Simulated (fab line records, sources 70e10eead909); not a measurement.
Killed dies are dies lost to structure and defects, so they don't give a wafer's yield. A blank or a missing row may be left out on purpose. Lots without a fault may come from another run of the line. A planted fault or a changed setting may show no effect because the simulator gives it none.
Chamber matching | flow nand_harc | NHARC_A_CONTACT_ETCH_50 on rie_diel-04: 4 sister chambers
The step etches the open film in CF4/CHF3, target depth 121 nm, time 60.5 s. 14 wafers are shown with their chamber, then 7 later ones without.

WAFERS WITH THEIR CHAMBER
wafer  | chamber | drypump_motor_current_A (A) | showerhead_plenum_p_Torr (Torr) | rf_vpp_V (V)
L745.2 | 2       | 6.4                         | 1.56                            | 369.4
L745.3 | 3       | 6.5                         | 1.54                            | 369.0
L745.6 | 1       | 6.5                         | 1.70                            | 374.0
L751.1 | 2       | 6.4                         | 1.56                            | 370.5
L751.3 | 0       | 4.8                         | 1.51                            | 370.3
L751.5 | 2       | 6.4                         | 1.56                            | 371.9
L752.1 | 0       | 4.8                         | 1.51                            | 369.0
L752.2 | 3       | 6.5                         | 1.54                            | 370.5
L752.6 | 3       | 6.5                         | 1.54                            | 369.7
L750.1 | 1       | 6.4                         | 1.69                            | 374.3
L750.3 | 2       | 6.4                         | 1.56                            | 371.0
L750.4 | 0       | 4.8                         | 1.51                            | 368.5
L759.1 | 2       | 6.4                         | 1.56                            | 369.7
L759.3 | 3       | 6.5                         | 1.54                            | 369.1

SIGNATURES (means of the wafers above)
reading                  | chamber 0 | chamber 1 | chamber 2 | chamber 3 | scatter within a chamber
drypump_motor_current_A  | 4.800     | 6.450     | 6.400     | 6.500     | 0.0224
showerhead_plenum_p_Torr | 1.5100    | 1.6950    | 1.5600    | 1.5400    | 0.00224
rf_vpp_V                 | 369.267   | 374.150   | 370.500   | 369.575   | 0.852
Rule: a wafer's distance from a chamber is the root of the sum, over the readings, of the square of ((its reading less the chamber's mean) divided by the reading's scatter). The wafer belongs to the nearest chamber; if the next one is less than 2 further off, it can't be placed. The scatter: the root of (the sum of the squares of (reading less its chamber's mean) over the shown wafers, divided by (wafers less chambers)).

WAFERS WITHOUT THEIR CHAMBER
wafer  | drypump_motor_current_A (A) | showerhead_plenum_p_Torr (Torr) | rf_vpp_V (V)
L759.5 | 4.8                         | 1.51                            | 367.9
L767.1 | 6.5                         | 1.69                            | 372.9
L767.2 | 6.5                         | 1.53                            | 371.4
L767.6 | 6.5                         | 1.69                            | 372.2
L768.1 | 6.4                         | 1.69                            | 374.9
L768.2 | 6.5                         | 1.53                            | 369.4
L768.3 | 4.9                         | 1.51                            | 367.6

WHICH CHAMBER EACH WENT THROUGH
wafer  | from the rows above | in truth
L759.5 | 0                   | 0
L767.1 | 1                   | 1
L767.2 | 3                   | 3
L767.6 | 1                   | 1
L768.1 | 1                   | 1
L768.2 | 3                   | 3
L768.3 | 0                   | 0
Placed correctly: 7 of 7. Can't be placed from these rows: 0. Placed wrongly: 0.
